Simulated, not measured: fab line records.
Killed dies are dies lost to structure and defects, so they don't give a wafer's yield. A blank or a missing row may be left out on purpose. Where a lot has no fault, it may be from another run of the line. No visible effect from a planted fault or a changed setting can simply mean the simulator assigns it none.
Which of the tools did it? | flow nand harc | Sampling: 24 lots, 72 wafers, 6 of 1302 route steps

== WHAT THE GAUGES READ, wafer by wafer ==
The record lacks any reading of a measuring or inspecting step that a usual standard deviation could be used to judge.

== WHICH TOOL RAN EACH LOT (tool, then ch and the chambers of the sampled wafers, then the start) ==
lot  | NHARC_P_GATE_RTA_82              | NHARC_P_M0_ANNEAL_30             | NHARC_P_M0_DEP_32               | NHARC_P_M1_ANNEAL_31             | NHARC_P_BONDPAD_DEP_00                     | NHARC_P_BONDPAD_CMP_32
L074 | rtp anneal-01 ch 0, day 6 00:02  | rtp anneal-02 ch 0, day 6 07:55  | pecvd-03 ch 0,2, day 6 08:52    | rtp anneal-01 ch 0, day 6 11:55  | pecvd-04 ch 0,1,2, day 6 17:48 or earlier  | cmp-01 ch 0,2,3, day 6 17:48
L075 | rtp anneal-02 ch 0, day 6 06:46  | rtp anneal-02 ch 0, day 6 14:47  | pecvd-03 ch 0,1, day 6 15:45    | rtp anneal-02 ch 0, day 6 18:49  | pecvd-02 ch 1,2, day 7 00:22               | cmp-03 ch 0,1,3, day 7 00:50
L076 | rtp anneal-02 ch 0, day 6 17:07  | rtp anneal-02 ch 0, day 7 00:55  | pecvd-04 ch 0,2, day 7 01:52    | rtp anneal-01 ch 0, day 7 05:05  | pecvd-02 ch 0,1,2, day 7 10:32             | cmp-02 ch 0,1,3, day 7 10:57
L077 | rtp anneal-01 ch 0, day 7 06:07  | rtp anneal-02 ch 0, day 7 13:50  | pecvd-02 ch 0,1, day 7 14:50    | rtp anneal-01 ch 0, day 7 18:09  | pecvd-03 ch 0,1,2, day 8 00:07 or earlier  | cmp-02 ch 0,2,3, day 8 00:07
L078 | rtp anneal-02 ch 0, day 7 13:39  | rtp anneal-01 ch 0, day 7 21:27  | pecvd-03 ch 1,2, day 7 22:29    | rtp anneal-01 ch 0, day 8 01:58  | pecvd-02 ch 0,2, day 8 07:30               | cmp-03 ch 0,2,3, day 8 07:58
L079 | rtp anneal-01 ch 0, day 8 02:23  | rtp anneal-02 ch 0, day 8 10:16  | pecvd-04 ch 0,1, day 8 11:14    | rtp anneal-02 ch 0, day 8 14:25  | pecvd-04 ch 0,1, day 8 19:59               | cmp-02 ch 1,2,3, day 8 20:21
L080 | rtp anneal-02 ch 0, day 8 08:01  | rtp anneal-01 ch 0, day 8 16:04  | pecvd-04 ch 0,1, day 8 17:04    | rtp anneal-02 ch 0, day 8 20:05  | pecvd-02 ch 1,2, day 9 02:08 or earlier    | cmp-01 ch 0,1,2, day 9 02:08
L081 | rtp anneal-02 ch 0, day 8 13:04  | rtp anneal-01 ch 0, day 8 20:46  | pecvd-04 ch 0,1, day 8 21:54    | rtp anneal-01 ch 0, day 9 01:02  | pecvd-03 ch 0,1,2, day 9 06:49             | cmp-01 ch 0,1, day 9 07:13
L082 | rtp anneal-02 ch 0, day 9 00:41  | rtp anneal-01 ch 0, day 9 08:49  | pecvd-03 ch 0,1, day 9 09:50    | rtp anneal-01 ch 0, day 9 13:01  | pecvd-04 ch 0,1,2, day 9 18:35             | cmp-01 ch 0,1,3, day 9 18:56
L083 | rtp anneal-02 ch 0, day 9 15:43  | rtp anneal-01 ch 0, day 9 23:39  | pecvd-03 ch 0,1,2, day 10 00:35 | rtp anneal-01 ch 0, day 10 03:49 | pecvd-04 ch 0,1,2, day 10 09:39 or earlier | cmp-01 ch 1,2, day 10 09:39
L084 | rtp anneal-02 ch 0, day 9 21:25  | rtp anneal-01 ch 0, day 10 05:02 | pecvd-02 ch 0,2, day 10 06:02   | rtp anneal-01 ch 0, day 10 09:07 | pecvd-04 ch 0,2, day 10 15:01              | cmp-01 ch 0,1,3, day 10 15:26
L085 | rtp anneal-01 ch 0, day 10 07:10 | rtp anneal-01 ch 0, day 10 15:05 | pecvd-03 ch 1,2, day 10 16:05   | rtp anneal-02 ch 0, day 10 19:14 | pecvd-03 ch 0,1, day 11 01:02 or earlier   | cmp-02 ch 0,1,2, day 11 01:02
L086 | rtp anneal-02 ch 0, day 10 22:20 | rtp anneal-01 ch 0, day 11 06:25 | pecvd-02 ch 0,2, day 11 07:19   | rtp anneal-01 ch 0, day 11 10:46 | pecvd-04 ch 0,2, day 11 16:28              | cmp-01 ch 0,2,3, day 11 16:52
L087 | rtp anneal-02 ch 0, day 11 18:13 | rtp anneal-01 ch 0, day 12 02:00 | pecvd-04 ch 0,1,2, day 12 02:58 | rtp anneal-02 ch 0, day 12 06:02 | pecvd-02 ch 0,1,2, day 12 11:37            | cmp-02 ch 0,1, day 12 12:02
L088 | rtp anneal-01 ch 0, day 11 19:06 | rtp anneal-02 ch 0, day 12 03:02 | pecvd-04 ch 1,2, day 12 04:01   | rtp anneal-01 ch 0, day 12 07:04 | pecvd-03 ch 0,1, day 12 12:43              | cmp-03 ch 0,1,2, day 12 13:09
L089 | rtp anneal-01 ch 0, day 12 14:01 | rtp anneal-01 ch 0, day 12 23:30 | pecvd-03 ch 0,2, day 13 00:28   | rtp anneal-02 ch 0, day 13 03:38 | pecvd-03 ch 0,2, day 13 09:07              | cmp-01 ch 1,2, day 13 09:26
L090 | rtp anneal-02 ch 0, day 12 19:43 | rtp anneal-01 ch 0, day 13 03:39 | pecvd-04 ch 0,1, day 13 04:37   | rtp anneal-01 ch 0, day 13 07:44 | pecvd-03 ch 1,2, day 13 13:58              | cmp-03 ch 1,3, day 13 14:25
L091 | rtp anneal-01 ch 0, day 13 00:14 | rtp anneal-02 ch 0, day 13 08:02 | pecvd-04 ch 0,2, day 13 09:01   | rtp anneal-02 ch 0, day 13 12:26 | pecvd-03 ch 0,1, day 13 17:56              | cmp-02 ch 0,3, day 13 18:22
L092 | rtp anneal-01 ch 0, day 13 17:50 | rtp anneal-01 ch 0, day 14 01:43 | pecvd-03 ch 0,1,2, day 14 02:40 | rtp anneal-02 ch 0, day 14 05:45 | pecvd-03 ch 0,1,2, day 14 11:17            | cmp-02 ch 0,2,3, day 14 11:43
L093 | rtp anneal-01 ch 0, day 13 23:00 | rtp anneal-01 ch 0, day 14 06:44 | pecvd-03 ch 0,1, day 14 07:48   | rtp anneal-02 ch 0, day 14 11:32 | pecvd-03 ch 0,1,2, day 14 17:29 or earlier | cmp-03 ch 0,1,2, day 14 17:29
L094 | rtp anneal-01 ch 0, day 14 08:19 | rtp anneal-01 ch 0, day 14 16:01 | pecvd-02 ch 0,2, day 14 17:01   | rtp anneal-02 ch 0, day 14 20:11 | pecvd-02 ch 2, day 15 01:40                | cmp-03 ch 1,2,3, day 15 02:11
L095 | rtp anneal-02 ch 0, day 14 17:23 | rtp anneal-01 ch 0, day 15 01:23 | pecvd-03 ch 0,1,2, day 15 02:22 | rtp anneal-01 ch 0, day 15 05:49 | pecvd-02 ch 0,2, day 15 11:33              | cmp-01 ch 0,1,2, day 15 12:05
L096 | rtp anneal-02 ch 0, day 14 17:53 | rtp anneal-02 ch 0, day 15 01:50 | pecvd-04 ch 0,1,2, day 15 02:50 | rtp anneal-01 ch 0, day 15 06:20 | pecvd-03 ch 0,2, day 15 11:59              | cmp-03 ch 0,1,2, day 15 12:23
L097 | rtp anneal-02 ch 0, day 15 07:25 | rtp anneal-02 ch 0, day 15 15:28 | pecvd-03 ch 0,1,2, day 15 16:26 | rtp anneal-02 ch 0, day 15 19:37 | pecvd-04 ch 0,1,2, day 16 01:11            | cmp-01 ch 0,1,2, day 16 01:35
- NHARC_P_GATE_RTA_82: time 30 s.
- NHARC_P_M0_ANNEAL_30: time 90 s.
- NHARC_P_M0_DEP_32: deposits SiCN, target thk 30 nm.
- NHARC_P_M1_ANNEAL_31: time 90 s.
- NHARC_P_BONDPAD_DEP_00: deposits SiCN, target thk 250 nm.
- NHARC_P_BONDPAD_CMP_32: polishes SiCN, target thk 200 nm.

== WHAT THE TOOLS THEMSELVES READ (means of the sampled wafers that have a number; where no wafer has one, the mark that the record gives instead) ==
NHARC_P_GATE_RTA_82.
lot  | tool          | lamp power pct (%) | lamp_zone_1_pct (%) | wafer_temp_C_max
L074 | rtp anneal-01 | 4.07               | 4.07                | 452.4
L075 | rtp anneal-02 | 4.41               | 4.41                | 452.1
L076 | rtp anneal-02 | 4.41               | 4.42                | 451.9
L077 | rtp anneal-01 | 4.07               | 4.07                | 453.2
L078 | rtp anneal-02 | 4.42               | 4.41                | 452.0
L079 | rtp anneal-01 | 4.07               | 4.07                | 452.5
L080 | rtp anneal-02 | 4.41               | 4.42                | 451.8
L081 | rtp anneal-02 | 4.41               | 4.41                | 451.6
L082 | rtp anneal-02 | 4.42               | 4.41                | 451.9
L083 | rtp anneal-02 | 4.41               | 4.41                | 452.2
L084 | rtp anneal-02 | 4.41               | 4.41                | 451.4
L085 | rtp anneal-01 | 4.07               | 4.07                | 452.9
L086 | rtp anneal-02 | 4.41               | 4.41                | 452.2
L087 | rtp anneal-02 | 4.41               | 4.41                | 451.6
L088 | rtp anneal-01 | 4.07               | 4.07                | 452.3
L089 | rtp anneal-01 | 4.07               | 4.07                | 453.0
L090 | rtp anneal-02 | 4.41               | 4.41                | 451.7
L091 | rtp anneal-01 | 4.07               | 4.07                | 452.6
L092 | rtp anneal-01 | 4.07               | 4.07                | 452.4
L093 | rtp anneal-01 | 4.07               | 4.07                | 452.7
L094 | rtp anneal-01 | 4.07               | 4.07                | 452.4
L095 | rtp anneal-02 | 4.41               | 4.41                | 451.4
L096 | rtp anneal-02 | 4.42               | 4.41                | 452.3
L097 | rtp anneal-02 | 4.41               | 4.42                | 452.1

NHARC_P_M0_ANNEAL_30.
lot  | tool          | wafer_temp_C_max
L074 | rtp anneal-02 | 225.88
L075 | rtp anneal-02 | 225.95
L076 | rtp anneal-02 | 226.02
L077 | rtp anneal-02 | 226.13
L078 | rtp anneal-01 | 226.14
L079 | rtp anneal-02 | 225.64
L080 | rtp anneal-01 | 226.42
L081 | rtp anneal-01 | 226.35
L082 | rtp anneal-01 | 225.98
L083 | rtp anneal-01 | 226.32
L084 | rtp anneal-01 | 226.08
L085 | rtp anneal-01 | 226.40
L086 | rtp anneal-01 | 226.30
L087 | rtp anneal-01 | 226.16
L088 | rtp anneal-02 | 226.31
L089 | rtp anneal-01 | 226.52
L090 | rtp anneal-01 | 226.50
L091 | rtp anneal-02 | 226.32
L092 | rtp anneal-01 | 226.21
L093 | rtp anneal-01 | 226.41
L094 | rtp anneal-01 | 226.23
L095 | rtp anneal-01 | 226.34
L096 | rtp anneal-02 | 225.88
L097 | rtp anneal-02 | 225.98

NHARC_P_M0_DEP_32.
lot  | tool     | heater power w (W) | susceptor temp C (C)
L074 | pecvd-03 | 585                | 370.07
L075 | pecvd-03 | 584                | 370.01
L076 | pecvd-04 | 593                | 370.13
L077 | pecvd-02 | 568                | 369.90
L078 | pecvd-03 | 568                | 370.01
L079 | pecvd-04 | 611                | 369.96
L080 | pecvd-04 | 629                | 369.84
L081 | pecvd-04 | 657                | 369.99
L082 | pecvd-03 | 589                | 369.95
L083 | pecvd-03 | 595                | 369.86
L084 | pecvd-02 | 515                | 370.01
L085 | pecvd-03 | 583                | 370.22
L086 | pecvd-02 | 598                | 370.04
L087 | pecvd-04 | 569                | 370.12
L088 | pecvd-04 | 582                | 370.07
L089 | pecvd-03 | 616                | 369.92
L090 | pecvd-04 | 623                | 370.01
L091 | pecvd-04 | 604                | 370.05
L092 | pecvd-03 | 611                | 369.94
L093 | pecvd-03 | 600                | 369.78
L094 | pecvd-02 | 529                | 369.94
L095 | pecvd-03 | 614                | 370.03
L096 | pecvd-04 | 616                | 369.96
L097 | pecvd-03 | 637                | 369.89

NHARC_P_M1_ANNEAL_31.
lot  | tool          | wafer_temp_C_max
L074 | rtp anneal-01 | 226.5
L075 | rtp anneal-02 | 226.0
L076 | rtp anneal-01 | 226.1
L077 | rtp anneal-01 | 226.2
L078 | rtp anneal-01 | 226.5
L079 | rtp anneal-02 | 225.8
L080 | rtp anneal-02 | 226.1
L081 | rtp anneal-01 | 226.1
L082 | rtp anneal-01 | 226.2
L083 | rtp anneal-01 | 226.5
L084 | rtp anneal-01 | 226.4
L085 | rtp anneal-02 | 226.1
L086 | rtp anneal-01 | 226.2
L087 | rtp anneal-02 | 225.7
L088 | rtp anneal-01 | 226.0
L089 | rtp anneal-02 | 225.9
L090 | rtp anneal-01 | 226.1
L091 | rtp anneal-02 | 225.9
L092 | rtp anneal-02 | 226.1
L093 | rtp anneal-02 | 226.2
L094 | rtp anneal-02 | 226.1
L095 | rtp anneal-01 | 226.6
L096 | rtp anneal-01 | 226.4
L097 | rtp anneal-02 | 225.8

NHARC_P_BONDPAD_DEP_00.
lot  | tool     | heater power w (W) | susceptor temp C (C)
L074 | pecvd-04 | 547                | 370.13
L075 | pecvd-02 | 583                | 370.10
L076 | pecvd-02 | 559                | 370.22
L077 | pecvd-03 | 551                | 369.77
L078 | pecvd-02 | 590                | 369.90
L079 | pecvd-04 | 611                | 369.86
L080 | pecvd-02 | 568                | 369.96
L081 | pecvd-03 | 635                | 370.07
L082 | pecvd-04 | 582                | 370.03
L083 | pecvd-04 | 613                | 370.04
L084 | pecvd-04 | 601                | 369.94
L085 | pecvd-03 | 630                | 370.16
L086 | pecvd-04 | 577                | 369.86
L087 | pecvd-02 | 595                | 369.96
L088 | pecvd-03 | 639                | 370.08
L089 | pecvd-03 | 637                | 370.04
L090 | pecvd-03 | 573                | 369.75
L091 | pecvd-03 | 675                | 369.77
L092 | pecvd-03 | 644                | 369.99
L093 | pecvd-03 | 646                | 370.08
L094 | pecvd-02 | 559                | 369.67
L095 | pecvd-02 | 570                | 369.93
L096 | pecvd-03 | 617                | 370.11
L097 | pecvd-04 | 583                | 369.88

NHARC_P_BONDPAD_CMP_32.
lot  | tool   | motor current A (A)
L074 | cmp-01 | 12.9
L075 | cmp-03 | 12.9
L076 | cmp-02 | 11.2
L077 | cmp-02 | 11.3
L078 | cmp-03 | 11.7
L079 | cmp-02 | 11.9
L080 | cmp-01 | 13.6
L081 | cmp-01 | 13.6
L082 | cmp-01 | 12.4
L083 | cmp-01 | 12.7
L084 | cmp-01 | 13.0
L085 | cmp-02 | 11.4
L086 | cmp-01 | 12.5
L087 | cmp-02 | 11.8
L088 | cmp-03 | 11.9
L089 | cmp-01 | 12.9
L090 | cmp-03 | 14.0
L091 | cmp-02 | 11.1
L092 | cmp-02 | 11.4
L093 | cmp-03 | 12.4
L094 | cmp-03 | 12.4
L095 | cmp-01 | 13.6
L096 | cmp-03 | 12.5
L097 | cmp-01 | 13.3

== THE ANSWER, worked out from the rows above alone ==
Rule: the lots themselves supply what counts as usual. Put in order of their means at a reading, lots are off if they are a third of the lots or fewer, leave a main group of 4 or more, and stand apart from it by a gap of 3 or more times the standard deviation of the main group's means; of several such gaps the widest counts. Not used: any main group whose means are identical at the precision the tables above print for the reading. Also off: a lot with no number at a reading for which 4 or more lots have one. All remaining lots with rows at the step are treated as sound. First the gauges in route order, then the tools' own readings, where a lot's mean is used as printed above. The first step at which some lot is off is used, and at that step the reading that is off furthest; a lot without a number counts as furthest.
No lot is off at any reading shown: from this, nothing can be told.

== WHAT HAD BEEN PUT IN BY THE SIMULATOR ==
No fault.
